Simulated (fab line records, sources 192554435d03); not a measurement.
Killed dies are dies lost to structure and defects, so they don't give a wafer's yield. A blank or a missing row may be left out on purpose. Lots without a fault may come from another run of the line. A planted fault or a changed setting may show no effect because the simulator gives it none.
fab line records | flow n5_finfet
record lots=24 wafers=72 last_day=19
route steps=1938 shown BEOL_M0_SAQP@700 BEOL_M0_CUTY@709 BEOL_M0@721 BEOL_M1@752
lots that met no fault: from a run of the same line without faults
start_h: hours from the record's first day to the start of the lot's first wafer shown | wait_h: hours since the lot's step before | " the same as in the row above | L1.1+2: a row that stands for several wafers | - no value, or no start given | * or withheld: withheld | < > ~ a bound
route shown NAME@n: a module of which the file shows steps, and the number in the route of the first | usual: mean/standard deviation of fault-free wafers | same: alike in all rows | chamber/n: place in a boat | sites: the reading at each site | _std_site: their standard deviation | _edge_site: outer sites' mean less inner sites' | radius_mm: how far each site lies from the wafer's centre | mask NAME#n: copy n | behind: the tool/chamber that last shaped the wafer | hold: why the lot was held/for how many hours/how that ended | device: the transistor (n, p or np) that didn't switch | end of line: the same wafers' tests at the end of the route | a step without rows: its recipe alone | killed: dies lost to structure and defects at the first sort, not the wafer's yield | map: a wafer's dies, x killed, . not, _ none there
set.NAME: the setting as run; set.NAME@STEP: as run at that earlier step | model.NAME: the simulator's own value behind a step, which no gauge read
steps of the route over a sample of lots; a table a step, a row a wafer
services: from which hour (start_h, from the record's first day; less than 0 if before it) a tool's chamber was out of use, for how many hours, and why
## steps
# step N5_BEOL_M0_SAQP_STRIP_75
# recipe chemistry=CF4 resist=SiARC power_w=300 bias_power_w=75 pressure_mtorr=50 cf4_flow_sccm=150 rf_frequency_hz=6e+07
# usual cf4_flow_sccm=150.0/0.46 drypump_motor_current_A=5.8/0.52 oes_product_au=0.176/0.015 rf_vpp_V=271.4/1.4 showerhead_plenum_p_Torr=1.80/0.054 throttle_valve_pct=13.65/0.23
# columns lot.wafer tool chamber start_h wait_h cf4_flow_sccm drypump_motor_current_A oes_product_au rf_hours_counter_h rf_vpp_V showerhead_plenum_p_Torr throttle_valve_pct
L074.3 rie_diel-03 1 112.21 0.1 149.9 6.1 0.179 175 271.7 1.85 13.72
L074.5 " 2 " " 150.2 4.7 0.174 - 274.3 1.87 13.89
L074.6 " 1 " " 149.8 6.1 0.176 - 272.4 1.85 13.72
L075.2 rie_diel-01 1 121.21 0.1 149.6 6.3 0.170 172 270.1 1.73 13.79
L075.3 " 2 " " 151.4 5.7 0.181 146 273.2 1.85 13.66
L075.5 " 0 " " 150.0 6.1 0.164 - 270.2 1.76 13.61
L076.1 rie_diel-01 2 124.66 0.1 150.5 5.7 0.178 148 271.5 1.85 13.66
L076.2 " 1 " " 150.3 6.3 0.170 174 270.3 1.73 13.80
L076.6 " 2 " " 150.0 5.7 0.184 - 272.9 1.85 13.66
L078.1 rie_diel-03 2 134.89 0.1 150.3 4.7 0.180 138 273.8 1.87 13.90
L078.3 " 1 " " 149.8 6.1 0.169 183 272.7 1.85 13.75
L078.4 " 0 " " 150.3 5.0 0.165 145 271.3 1.78 13.76
L077.1 rie_diel-04 2 139.45 0.1 150.0 5.2 0.157 243 270.7 1.77 13.86
L077.2 " 0 " " 149.5 5.9 0.164 203 273.1 1.84 13.47
L077.6 " 1 " " 150.0 6.1 0.192 - 270.7 1.73 13.84
L079.1 rie_diel-01 2 142.30 0.1 150.7 5.7 0.185 153 274.0 1.85 13.67
L079.3 " 0 " " 150.2 6.1 0.155 245 271.3 1.76 13.61
L079.6 " 1 " " 149.9 6.2 0.164 - 269.3 1.73 13.80
L080.3 rie_diel-04 2 152.14 0.1 149.7 5.2 0.159 247 271.0 1.77 13.84
L080.5 " 1 " " 149.1 6.1 0.182 - 270.7 1.73 13.84
L080.6 " 2 " " 150.4 5.2 0.168 - 271.1 1.77 13.85
L081.1 rie_diel-01 3 154.56 0.1 150.3 6.2 0.167 165 271.7 1.87 13.42
L081.2 " 1 " " 149.8 6.2 0.167 182 270.0 1.72 13.81
L081.5 " 2 " " 150.0 5.7 0.175 - 271.1 1.85 13.69
L082.1 rie_diel-03 2 165.26 0.1 149.5 4.7 0.170 144 273.7 1.86 13.93
L082.2 " 3 " " 150.3 6.4 0.196 60 268.6 1.74 13.38
L082.6 " 2 " " 150.1 4.7 0.179 - 272.0 1.86 13.92
L083.1 rie_diel-03 2 168.22 0.1 149.7 4.7 0.175 145 272.5 1.86 13.93
L083.2 " 1 " " 150.5 6.1 0.169 192 272.5 1.85 13.75
L083.3 " 3 " " 150.3 6.4 0.196 61 270.1 1.74 13.37
L084.1 rie_diel-01 3 172.00 0.1 149.2 6.2 0.176 170 271.3 1.87 13.42
L084.5 " 1 " " 150.2 6.2 0.163 - 269.7 1.72 13.82
L084.6 " 2 " " 149.5 5.7 0.178 - 273.2 1.85 13.68
L085.1 rie_diel-01 1 178.53 0.1 150.0 6.2 0.160 188 269.9 1.72 13.83
L085.3 " 2 " " 149.7 5.7 0.172 - 272.5 1.85 13.69
L085.6 " 2 " " 149.6 5.7 0.181 - 272.4 1.85 13.70
L087.2 rie_diel-03 0 192.13 0.1 150.1 5.0 0.168 158 270.0 1.78 13.79
L087.5 " 0 " " 150.1 5.0 0.169 - 271.7 1.78 13.80
L087.6 " 3 " " 150.6 6.4 0.193 - 269.7 1.74 13.40
L086.1 rie_diel-01 2 192.81 0.1 150.5 5.7 0.178 168 272.6 1.84 13.71
L086.3 " 0 " " 150.0 6.1 0.215 2 271.5 1.76 13.06
L086.5 " 3 " " 149.7 6.2 0.177 - 273.5 1.87 13.43
L088.3 rie_diel-03 2 203.80 0.1 150.7 4.7 0.174 152 272.9 1.86 13.95
L088.5 " 0 " " 149.9 5.0 0.168 - 271.7 1.78 13.82
L088.6 " 3 " " 150.0 6.4 0.195 - 269.7 1.74 13.39
L089.1 rie_diel-01 1 208.72 0.1 150.9 6.2 0.158 197 270.4 1.72 13.86
L089.3 " 2 " " 150.3 5.7 0.181 172 272.4 1.84 13.73
L089.6 " 3 " " 149.5 6.2 0.166 - 272.7 1.86 13.44
L090.1 rie_diel-03 3 214.11 0.1 149.7 6.4 0.192 72 270.2 1.74 13.39
L090.3 " 0 " " 150.2 5.0 0.168 164 270.0 1.78 13.81
L090.5 " 2 " " 149.9 4.7 0.173 - 271.7 1.86 13.94
L091.1 rie_diel-01 0 216.68 0.1 149.9 6.1 0.208 9 270.7 1.76 13.10
L091.4 " 3 " " 150.1 6.2 0.174 178 271.3 1.86 13.45
L091.6 " 3 " " 150.6 6.2 0.166 - 272.8 1.86 13.45
L092.2 rie_diel-01 1 219.58 0.1 150.4 6.3 0.160 200 270.1 1.72 13.86
L092.3 " 0 " " 149.4 6.1 0.215 9 272.0 1.76 13.07
L092.6 " 0 " " 150.0 6.1 0.206 - 270.5 1.76 13.07
L093.1 rie_diel-04 3 227.61 0.1 148.5 5.9 0.172 184 270.8 1.76 13.72
L093.3 " 1 " " 149.3 6.1 0.178 134 270.3 1.73 13.90
L093.5 " 2 " " 150.4 5.2 0.212 - 269.2 1.77 13.30
L094.1 rie_diel-04 1 231.37 0.1 150.2 6.1 0.182 135 269.2 1.73 13.88
L094.2 " 2 " " 149.3 5.2 0.221 11 270.7 1.77 13.30
L094.5 " 1 " " 150.0 6.1 0.184 - 270.0 1.73 13.89
L095.1 rie_diel-03 0 234.09 0.1 150.4 5.0 0.176 169 269.1 1.78 13.82
L095.4 " 1 " " 150.0 6.1 0.162 209 270.9 1.84 13.82
L095.6 " 1 " " 150.1 6.1 0.171 - 273.1 1.84 13.81
L096.1 rie_diel-04 3 245.31 0.1 149.6 6.0 0.168 189 271.8 1.76 13.73
L096.3 " 1 " " 149.7 6.1 0.178 139 270.0 1.73 13.87
L096.4 " 2 " " 150.1 5.2 0.202 15 270.0 1.77 13.30
L097.1 rie_diel-01 1 259.76 0.1 150.3 6.3 0.163 212 269.7 1.72 13.88
L097.3 " 2 " " 149.9 5.7 0.170 188 272.8 1.84 13.76
L097.6 " 1 " " 150.2 6.2 0.161 - 269.3 1.72 13.89
# step N5_BEOL_M0_CUTY_OVL_MEAS_58
# recipe points_per_wafer=44
# usual M0_ABLK_OVL=-0.1/0.78
# columns lot.wafer tool chamber start_h wait_h M0_ABLK_OVL[nm]
L074.3 overlay-02 0 112.63 0.0 1.3
L074.5 " 0 " " 0.4
L074.6 " 0 " " 0.8
L075.2 overlay-02 0 121.63 0.0 0.7
L075.3 " 0 " " -0.1
L075.5 " 0 " " -0.2
L076.1 overlay-02 0 125.08 0.0 0.8
L076.2 " 0 " " 0.3
L076.6 " 0 " " 0.3
L078.1 overlay-01 0 135.19 0.0 -0.2
L078.3 " 0 " " 1.1
L078.4 " 0 " " 1.0
L077.1 overlay-01 0 139.88 0.0 -0.6
L077.2 " 0 " " -1.1
L077.6 " 0 " " -0.5
L079.1 overlay-01 0 142.73 0.0 0.2
L079.3 " 0 " " 0.3
L079.6 " 0 " " 0.9
L080.3 overlay-01 0 152.57 0.0 -0.3
L080.5 " 0 " " 0.7
L080.6 " 0 " " -0.3
L081.1 overlay-01 0 154.98 0.0 -0.4
L081.2 " 0 " " -1.0
L081.5 " 0 " " -0.9
L082.1 overlay-01 0 165.68 0.0 0.2
L082.2 " 0 " " 0.2
L082.6 " 0 " " -0.7
L083.1 overlay-01 0 168.52 0.0 -0.1
L083.2 " 0 " " -0.9
L083.3 " 0 " " -0.1
L084.1 overlay-02 0 172.30 0.0 -0.8
L084.5 " 0 " " 0.4
L084.6 " 0 " " -0.9
L085.1 overlay-01 0 178.96 0.0 -0.7
L085.3 " 0 " " 0.1
L085.6 " 0 " " -0.4
L087.2 overlay-02 0 192.55 0.0 -0.2
L087.5 " 0 " " -0.4
L087.6 " 0 " " -1.3
L086.1 overlay-02 0 193.23 0.0 0.7
L086.3 " 0 " " 0.5
L086.5 " 0 " " 0.3
L088.3 overlay-02 0 204.23 0.0 -0.8
L088.5 " 0 " " -1.0
L088.6 " 0 " " -1.0
L089.1 overlay-02 0 209.14 0.0 0.9
L089.3 " 0 " " 1.1
L089.6 " 0 " " 1.4
L090.1 overlay-02 0 214.41 0.0 0.1
L090.3 " 0 " " 0.8
L090.5 " 0 " " -0.1
L091.1 overlay-02 0 216.97 0.0 0.4
L091.4 " 0 " " 0.8
L091.6 " 0 " " 0.5
L092.2 overlay-02 0 219.87 0.0 -1.7
L092.3 " 0 " " -0.3
L092.6 " 0 " " -1.6
L093.1 overlay-01 0 227.91 0.0 1.3
L093.3 " 0 " " 0.5
L093.5 " 0 " " 1.6
L094.1 overlay-02 0 231.79 0.0 -0.5
L094.2 " 0 " " 0.4
L094.5 " 0 " " -0.6
L095.1 overlay-02 0 234.38 0.0 -0.2
L095.4 " 0 " " 0.5
L095.6 " 0 " " -0.2
L096.1 overlay-01 0 245.74 0.0 -0.6
L096.3 " 0 " " -0.4
L096.4 " 0 " " -0.4
L097.1 overlay-01 0 260.18 0.0 -0.6
L097.3 " 0 " " 0.4
L097.6 " 0 " " -0.4
# step N5_BEOL_M0_TRENCH_ETCH_107
# recipe chemistry=C4F6/O2 target_depth_a=328 target=SiOC time_s=16.4 ion_energy_ev=250 pressure_mtorr=30 source_w=355 bias_w=185 Ar_flow_sccm=300 C4F6_flow_sccm=10 O2_flow_sccm=10
# usual drypump_motor_current_A=5.7/0.42 oes_product_au=0.78/0.09 rf_vpp_V=662/12 showerhead_plenum_p_Torr=2.86/0.051 throttle_valve_pct=20.86/0.16
# columns lot.wafer tool chamber start_h wait_h drypump_motor_current_A oes_product_au rf_hours_counter_h rf_vpp_V showerhead_plenum_p_Torr throttle_valve_pct
L074.3 rie_diel-05 2 118.89 0.0 5.5 0.70 196 668 2.84 20.88
L074.5 " 1 " " 5.4 0.76 - 659 2.82 20.93
L074.6 " 2 " " 5.5 0.71 - 668 2.84 20.88
L075.2 rie_diel-02 2 122.57 0.0 5.8 0.88 25 649 2.89 20.71
L075.3 " 0 " " 5.2 0.70 210 655 2.92 21.11
L075.5 " 0 " " 5.2 0.71 - 655 2.92 21.12
L076.1 rie_diel-06 2 129.40 0.0 6.3 0.71 189 689 2.82 20.90
L076.2 " 0 " " 5.8 0.93 20 673 2.89 20.72
L076.6 " 2 " " 6.3 0.71 - 688 2.83 20.91
L078.1 rie_diel-02 2 139.10 0.0 5.8 0.88 32 649 2.89 20.72
L078.3 " 0 " " 5.2 0.70 217 654 2.92 21.12
L078.4 " 1 " " 5.0 0.70 215 660 2.83 20.98
L077.1 rie_diel-02 1 142.64 0.0 4.9 0.70 216 661 2.83 20.99
L077.2 " 2 " " 5.8 0.88 32 648 2.89 20.73
L077.6 " 2 " " 5.8 0.88 - 649 2.89 20.72
L079.1 rie_diel-06 3 148.38 0.0 5.8 0.74 166 648 2.83 20.88
L079.3 " 0 " " 5.8 0.92 25 675 2.88 20.74
L079.6 " 3 " " 5.8 0.74 - 647 2.83 20.86
L080.3 rie_diel-06 0 155.29 0.0 5.8 0.91 27 675 2.88 20.73
L080.5 " 3 " " 5.8 0.73 - 649 2.83 20.87
L080.6 " 0 " " 5.8 0.91 - 674 2.88 20.75
L081.1 rie_diel-02 3 158.09 0.0 6.3 0.96 6 669 3.00 20.59
L081.2 " 2 " " 5.8 0.87 38 648 2.88 20.73
L081.5 " 3 " " 6.4 0.96 - 669 3.00 20.59
L082.1 rie_diel-05 1 167.48 0.0 5.4 0.75 169 658 2.81 20.99
L082.2 " 3 " " 5.3 0.90 27 650 2.89 20.62
L082.6 " 3 " " 5.3 0.89 - 650 2.89 20.63
L083.1 rie_diel-05 1 169.97 0.0 5.4 0.75 169 658 2.81 20.96
L083.2 " 2 " " 5.5 0.69 216 668 2.83 20.90
L083.3 " 0 " " 6.2 0.73 167 670 2.83 21.05
L084.1 rie_diel-06 2 179.03 0.0 6.3 0.70 205 687 2.82 20.94
L084.5 " 3 " " 5.8 0.73 - 648 2.82 20.89
L084.6 " 2 " " 6.3 0.70 - 688 2.82 20.93
L085.1 rie_diel-05 1 185.99 0.0 5.4 0.75 174 658 2.81 20.97
L085.3 " 0 " " 6.2 0.71 171 668 2.83 21.07
L085.6 " 2 " " 5.5 0.69 - 669 2.83 20.91
L087.2 rie_diel-05 2 194.11 0.0 5.5 0.68 223 667 2.83 20.87
L087.5 " 0 " " 6.2 0.71 - 668 2.83 21.06
L087.6 " 3 " " 5.3 0.88 - 650 2.88 20.64
L086.1 rie_diel-06 0 197.07 0.0 5.8 0.89 39 675 2.88 20.76
L086.3 " 2 " " 6.3 0.70 210 689 2.82 20.95
L086.5 " 1 " " 5.7 0.85 - 660 2.90 20.65
L088.3 rie_diel-02 0 207.66 0.0 5.2 0.69 234 652 2.91 21.14
L088.5 " 3 " " 6.4 0.92 - 667 2.99 20.61
L088.6 " 2 " " 5.8 0.84 - 647 2.88 20.77
L089.1 rie_diel-06 2 210.96 0.0 6.3 0.70 213 687 2.81 20.94
L089.3 " 0 " " 5.8 0.87 43 672 2.88 20.75
L089.6 " 2 " " 6.3 0.70 - 686 2.81 20.95
L090.1 rie_diel-06 2 217.23 0.0 6.3 0.69 215 689 2.81 20.95
L090.3 " 1 " " 5.8 0.84 49 659 2.90 20.63
L090.5 " 2 " " 6.3 0.69 - 688 2.81 20.94
L091.1 rie_diel-02 0 218.10 0.0 5.2 0.68 239 655 2.91 21.15
L091.4 " 3 " " 6.4 0.90 - 669 2.99 20.62
L091.6 " 0 " " 5.2 0.68 - 655 2.91 21.16
L092.2 rie_diel-05 0 221.44 0.0 6.2 0.71 183 670 2.83 21.06
L092.3 " 3 " " 5.3 0.87 42 649 2.88 20.67
L092.6 " 1 " " 5.4 0.73 - 656 2.81 20.99
L093.1 rie_diel-05 2 229.75 0.0 5.5 0.67 233 667 2.82 20.93
L093.3 " 1 " " 5.4 0.73 188 657 2.80 21.02
L093.5 " 1 " " 5.4 0.72 - 656 2.81 20.99
L094.1 rie_diel-05 3 235.17 0.0 5.3 0.85 47 649 2.88 20.66
L094.2 " 2 " " 5.5 0.67 235 668 2.82 20.95
L094.5 " 0 " " 6.2 0.70 - 669 2.82 21.07
L095.1 rie_diel-06 0 237.72 0.0 5.8 0.86 52 674 2.87 20.77
L095.4 " 2 " " 6.3 0.69 221 687 2.81 20.96
L095.6 " 2 " " 6.3 0.69 - 687 2.81 20.96
L096.1 rie_diel-02 1 252.25 0.0 4.9 0.67 250 658 2.81 21.04
L096.3 " 2 " " 5.8 0.81 69 649 2.87 20.80
L096.4 " 3 " " 6.4 0.88 - 666 2.98 20.64
L097.1 rie_diel-05 1 261.85 0.0 5.4 0.72 199 658 2.80 21.01
L097.3 " 2 " " 5.5 0.66 244 669 2.82 20.93
L097.6 " 0 " " 6.2 0.69 - 670 2.82 21.08
# step N5_BEOL_M0_ETCH_109
# recipe chemistry=CH3F/O2 target_depth_a=80 overetch_a=24 target=SiCN time_s=27.4 ion_energy_ev=120 pressure_mtorr=30 source_w=395 bias_w=75 Ar_flow_sccm=150 CH3F_flow_sccm=30 O2_flow_sccm=20
# usual CH3F_flow_sccm=30.00/0.1 drypump_motor_current_A=5.7/0.46 oes_product_au=0.66/0.073 rf_vpp_V=297.8/1.2 showerhead_plenum_p_Torr=2.02/0.04 throttle_valve_pct=16.33/0.2
# columns lot.wafer tool chamber start_h wait_h CH3F_flow_sccm drypump_motor_current_A oes_product_au rf_hours_counter_h rf_vpp_V showerhead_plenum_p_Torr throttle_valve_pct
L074.3 rie_diel-06 2 119.10 0.0 29.99 6.3 0.62 185 297.0 1.99 16.43
L074.5 " 1 " " 30.13 5.8 0.77 - 298.2 2.05 16.02
L074.6 " 2 " " 30.06 6.3 0.62 - 296.4 1.99 16.42
L075.2 rie_diel-05 0 122.84 0.1 29.99 6.2 0.62 149 296.9 2.00 16.48
L075.3 " 2 " " 29.84 5.5 0.60 198 297.8 1.99 16.35
L075.5 " 2 " " 29.97 5.5 0.60 - 297.1 1.99 16.35
L076.1 rie_diel-05 0 129.81 0.2 30.00 6.3 0.62 153 297.7 2.00 16.49
L076.2 " 3 " " 29.99 5.3 0.78 13 298.4 2.04 16.01
L076.6 " 3 " " 30.05 5.3 0.78 - 297.5 2.04 16.03
L078.1 rie_diel-06 3 139.31 0.0 30.13 5.8 0.64 163 296.2 1.99 16.37
L078.3 " 2 " " 29.99 6.3 0.62 193 295.7 1.98 16.44
L078.4 " 0 " " 29.92 5.8 0.79 22 297.2 2.03 16.13
L077.1 rie_diel-02 0 143.27 0.4 29.86 5.2 0.60 219 299.0 2.05 16.62
L077.2 " 1 " " 30.27 5.0 0.60 216 296.7 1.98 16.44
L077.6 " 1 " " 30.17 5.0 0.60 - 297.5 1.98 16.44
L079.1 rie_diel-02 1 148.59 0.0 30.14 5.0 0.60 217 297.2 1.98 16.43
L079.3 " 2 " " 29.97 5.8 0.75 33 298.5 2.03 16.16
L079.6 " 0 " " 30.07 5.2 0.61 - 299.5 2.05 16.63
L080.3 rie_diel-05 1 155.51 0.0 30.00 5.4 0.63 165 297.4 1.98 16.46
L080.5 " 3 " " 29.98 5.3 0.74 - 297.4 2.03 16.03
L080.6 " 0 " " 30.04 6.3 0.63 - 296.9 2.00 16.49
L081.1 rie_diel-02 2 158.34 0.0 29.99 5.8 0.73 38 298.0 2.03 16.14
L081.2 " 3 " " 30.03 6.4 0.80 6 299.7 2.11 16.04
L081.5 " 3 " " 29.83 6.3 0.80 - 300.9 2.11 16.06
L082.1 rie_diel-02 0 167.70 0.0 30.05 5.2 0.59 224 299.0 2.05 16.63
L082.2 " 2 " " 29.90 5.8 0.74 41 297.7 2.03 16.16
L082.6 " 3 " " 29.90 6.3 0.80 - 300.9 2.11 16.06
L083.1 rie_diel-06 1 170.23 0.0 29.99 5.7 0.72 37 297.3 2.04 16.06
L083.2 " 0 " " 30.01 5.8 0.76 32 297.5 2.02 16.13
L083.3 " 3 " " 29.99 5.8 0.63 174 297.4 1.98 16.37
L084.1 rie_diel-02 1 179.43 0.2 29.95 5.0 0.58 225 297.6 1.98 16.45
L084.5 " 1 " " 30.05 4.9 0.60 - 296.6 1.98 16.43
L084.6 " 0 " " 30.00 5.2 0.60 - 299.0 2.05 16.62
L085.1 rie_diel-05 3 186.26 0.0 29.98 5.3 0.74 32 299.4 2.03 16.06
L085.3 " 2 " " 30.01 5.5 0.59 221 296.4 1.98 16.40
L085.6 " 0 " " 29.99 6.3 0.61 - 297.0 1.99 16.54
L087.2 rie_diel-06 3 194.32 0.0 30.03 5.8 0.62 180 296.0 1.98 16.40
L087.5 " 1 " " 29.85 5.8 0.74 - 296.0 2.04 16.06
L087.6 " 0 " " 29.88 5.8 0.77 - 298.8 2.02 16.15
L086.1 rie_diel-06 1 197.28 0.0 29.95 5.7 0.72 44 297.6 2.04 16.06
L086.3 " 2 " " 30.01 6.3 0.60 210 296.9 1.98 16.46
L086.5 " 0 " " 30.00 5.8 0.75 - 297.0 2.02 16.14
L088.3 rie_diel-02 3 207.93 0.1 29.96 6.4 0.76 23 298.7 2.11 16.09
L088.5 " 3 " " 29.90 6.3 0.78 - 298.6 2.11 16.10
L088.6 " 0 " " 30.06 5.2 0.60 - 298.4 2.05 16.64
L089.1 rie_diel-05 2 211.17 0.0 29.89 5.5 0.58 227 296.2 1.98 16.42
L089.3 " 1 " " 29.86 5.4 0.62 181 296.7 1.97 16.50
L089.6 " 0 " " 29.98 6.2 0.61 - 297.0 1.99 16.53
L090.1 rie_diel-05 2 217.91 0.5 30.05 5.5 0.59 229 296.9 1.98 16.40
L090.3 " 1 " " 30.05 5.4 0.62 183 297.0 1.97 16.49
L090.5 " 3 " " 29.91 5.3 0.74 - 298.0 2.03 16.09
L091.1 rie_diel-02 1 218.32 0.0 30.03 5.0 0.59 238 296.8 1.98 16.47
L091.4 " 3 " " 30.02 6.4 0.76 - 298.9 2.11 16.10
L091.6 " 1 " " 29.90 5.0 0.60 - 295.6 1.98 16.47
L092.2 rie_diel-05 1 221.67 0.0 30.22 5.4 0.62 185 297.9 1.97 16.49
L092.3 " 0 " " 29.90 6.2 0.61 183 296.5 1.99 16.54
L092.6 " 3 " " 30.19 5.3 0.74 - 299.2 2.03 16.07
L093.1 rie_diel-02 3 230.44 0.5 30.04 6.4 0.77 33 299.6 2.10 16.11
L093.3 " 1 " " 29.98 5.0 0.59 243 296.3 1.97 16.48
L093.5 " 1 " " 29.93 5.0 0.59 - 297.0 1.98 16.48
L094.1 rie_diel-05 1 235.56 0.2 29.78 5.4 0.62 190 297.1 1.97 16.50
L094.2 " 2 " " 29.96 5.5 0.59 235 295.9 1.98 16.40
L094.5 " 1 " " 29.87 5.4 0.62 - 298.0 1.97 16.50
L095.1 rie_diel-02 2 237.93 0.0 30.10 5.8 0.70 64 297.6 2.02 16.21
L095.4 " 1 " " 29.99 5.0 0.59 246 297.0 1.97 16.48
L095.6 " 0 " " 30.13 5.2 0.58 - 297.7 2.04 16.66
L096.1 rie_diel-02 1 252.46 0.0 29.95 4.9 0.58 250 296.0 1.97 16.49
L096.3 " 2 " " 29.78 5.8 0.69 69 297.9 2.02 16.22
L096.4 " 2 " " 29.68 5.8 0.70 - 297.0 2.02 16.23
L097.1 rie_diel-05 3 262.07 0.0 30.00 5.3 0.70 57 298.0 2.02 16.12
L097.3 " 2 " " 29.96 5.5 0.57 244 295.3 1.98 16.43
L097.6 " 1 " " 29.98 5.4 0.61 - 296.6 1.97 16.51
# step N5_BEOL_M1_THK_MEAS_01
# recipe reads=SiOC_of_BEOL_M1_ILD_DEP_00
# usual M1_ILD_THK=78.8/0.93
# columns lot.wafer tool chamber start_h wait_h M1_ILD_THK[nm]
L074.3 film_metro-01 - 121.62 0.1 78.7
L074.5 " - " " 79.9
L074.6 " - " " 78.8
L075.2 film_metro-02 - 125.78 0.1 79.3
L075.3 " - " " 78.0
L075.5 " - " " 80.3
L076.1 film_metro-02 - 133.81 0.0 77.9
L076.2 " - " " 78.1
L076.6 " - " " 79.6
L078.1 film_metro-01 - 144.18 0.0 77.0
L078.3 " - " " 78.4
L078.4 " - " " 77.8
L077.1 film_metro-01 - 149.50 0.0 78.3
L077.2 " - " " 79.1
L077.6 " - " " 80.3
L079.1 film_metro-01 - 152.92 0.0 77.5
L079.3 " - " " 77.7
L079.6 " - " " 79.4
L080.3 film_metro-01 - 158.06 0.1 78.5
L080.5 " - " " 79.2
L080.6 " - " " 80.9
L081.1 film_metro-02 - 161.58 0.0 77.9
L081.2 " - " " 77.5
L081.5 " - " " 80.1
L082.1 film_metro-02 - 172.64 0.0 77.4
L082.2 " - " " 78.7
L082.6 " - " " 79.6
L083.1 film_metro-02 - 173.23 0.0 79.0
L083.2 " - " " 77.4
L083.3 " - " " 78.0
L084.1 film_metro-02 - 183.75 0.0 78.9
L084.5 " - " " 80.4
L084.6 " - " " 80.1
L085.1 film_metro-02 - 190.95 0.0 78.2
L085.3 " - " " 77.9
L085.6 " - " " 79.0
L087.2 film_metro-01 - 198.09 0.1 80.1
L087.5 " - " " 79.2
L087.6 " - " " 79.4
L086.1 film_metro-01 - 201.22 0.0 78.2
L086.3 " - " " 76.0
L086.5 " - " " 78.4
L088.3 film_metro-01 - 211.01 0.1 77.8
L088.5 " - " " 79.6
L088.6 " - " " 78.7
L089.1 film_metro-02 - 214.13 0.0 78.8
L089.3 " - " " 78.6
L089.6 " - " " 79.6
L090.1 film_metro-01 - 220.69 0.1 77.4
L090.3 " - " " 79.1
L090.5 " - " " 78.6
L091.1 film_metro-01 - 220.98 0.0 77.3
L091.4 " - " " 79.2
L091.6 " - " " 79.3
L092.2 film_metro-01 - 225.86 0.1 78.3
L092.3 " - " " 79.0
L092.6 " - " " 78.1
L093.1 film_metro-02 - 235.19 0.1 78.4
L093.3 " - " " 78.2
L093.5 " - " " 78.7
L094.1 film_metro-02 - 239.69 0.1 77.8
L094.2 " - " " 77.7
L094.5 " - " " 79.4
L095.1 film_metro-01 - 242.04 0.1 77.6
L095.4 " - " " 79.5
L095.6 " - " " 79.3
L096.1 film_metro-01 - 256.09 0.0 78.3
L096.3 " - " " 79.4
L096.4 " - " " 79.6
L097.1 film_metro-02 - 265.59 0.0 78.1
L097.3 " - " " 79.1
L097.6 " - " " 80.6
# step N5_BEOL_M1_INSPECT_13
# recipe mode=adi inspect_instrument=brightfield
# usual raw_defect_count=443/110
# columns lot.wafer tool chamber start_h wait_h raw_defect_count
L074.3 defect_inspect-02 - 122.39 0.0 422
L074.5 " - " " 341
L074.6 " - " " 698
L075.2 defect_inspect-01 - 126.51 0.0 590
L075.3 " - " " 475
L075.5 " - " " 370
L076.1 defect_inspect-01 - 136.42 0.1 410
L076.2 " - " " 651
L076.6 " - " " 514
L078.1 defect_inspect-01 - 148.59 0.1 401
L078.3 " - " " 256
L078.4 " - " " 362
L077.1 defect_inspect-02 - 150.19 0.1 341
L077.2 " - " " 245
L077.6 " - " " 326
L079.1 defect_inspect-01 - 154.17 0.1 476
L079.3 " - " " 467
L079.6 " - " " 694
L080.3 defect_inspect-01 - 159.26 0.0 483
L080.5 " - " " 606
L080.6 " - " " 469
L081.1 defect_inspect-01 - 162.58 0.1 414
L081.2 " - " " 369
L081.5 " - " " 431
L082.1 defect_inspect-02 - 174.00 0.1 403
L082.2 " - " " 481
L082.6 " - " " 538
L083.1 defect_inspect-01 - 174.34 0.1 550
L083.2 " - " " 351
L083.3 " - " " 366
L084.1 defect_inspect-01 - 184.88 0.1 974
L084.5 " - " " 725
L084.6 " - " " 494
L085.1 defect_inspect-02 - 194.01 0.1 441
L085.3 " - " " 358
L085.6 " - " " 586
L087.2 defect_inspect-02 - 201.50 0.0 342
L087.5 " - " " 388
L087.6 " - " " 334
L086.1 defect_inspect-02 - 201.89 0.1 440
L086.3 " - " " 554
L086.5 " - " " 401
L088.3 defect_inspect-01 - 211.63 0.0 335
L088.5 " - " " 370
L088.6 " - " " 482
L089.1 defect_inspect-02 - 215.17 0.1 572
L089.3 " - " " 379
L089.6 " - " " 302
L090.1 defect_inspect-01 - 222.04 0.1 438
L090.3 " - " " 371
L090.5 " - " " 375
L091.1 defect_inspect-01 - 222.25 0.1 412
L091.4 " - " " 200
L091.6 " - " " 388
L092.2 defect_inspect-01 - 226.47 0.0 419
L092.3 " - " " 403
L092.6 " - " " 418
L093.1 defect_inspect-02 - 235.91 0.1 456
L093.3 " - " " 367
L093.5 " - " " 449
L094.1 defect_inspect-02 - 241.43 0.1 581
L094.2 " - " " 373
L094.5 " - " " 353
L095.1 defect_inspect-01 - 244.71 0.1 479
L095.4 " - " " 327
L095.6 " - " " 587
L096.1 defect_inspect-01 - 258.39 0.1 480
L096.3 " - " " 346
L096.4 " - " " 370
L097.1 defect_inspect-01 - 267.81 0.1 533
L097.3 " - " " 540
L097.6 " - " " 582
## services
# columns tool chamber start_h hours kind
rie_diel-02 2 98.10 16.2 repair
rie_diel-02 3 114.42 - clean
rie_diel-02 3 114.42 - consumable_replace:focus_ring
rie_diel-02 3 114.42 - consumable_replace:showerhead
rie_diel-02 3 114.42 17.7 scheduled_down
rie_diel-02 3 114.42 17.7 vent_cycle
rie_diel-04 2 115.56 19.2 repair
rie_diel-05 3 118.81 5.5 repair
rie_diel-01 3 139.01 5.3 repair
rie_diel-04 2 153.49 7.9 repair
rie_diel-02 0 153.84 5.9 repair
rie_diel-03 2 154.27 4.0 repair
rie_diel-02 1 156.34 5.9 repair
rie_diel-01 3 175.59 15.8 repair
rie_diel-03 - 179.33 2.8 pm
rie_diel-02 0 190.66 4.0 repair
rie_diel-04 2 200.78 4.9 repair
rie_diel-04 0 210.17 13.3 repair
rie_diel-02 2 212.97 7.8 repair
rie_diel-02 0 233.99 1.9 repair
rie_diel-02 0 250.82 - clean
rie_diel-02 0 250.82 - consumable_replace:focus_ring
rie_diel-02 0 250.82 18.0 scheduled_down
rie_diel-02 0 250.82 18.0 vent_cycle
## key
fault none
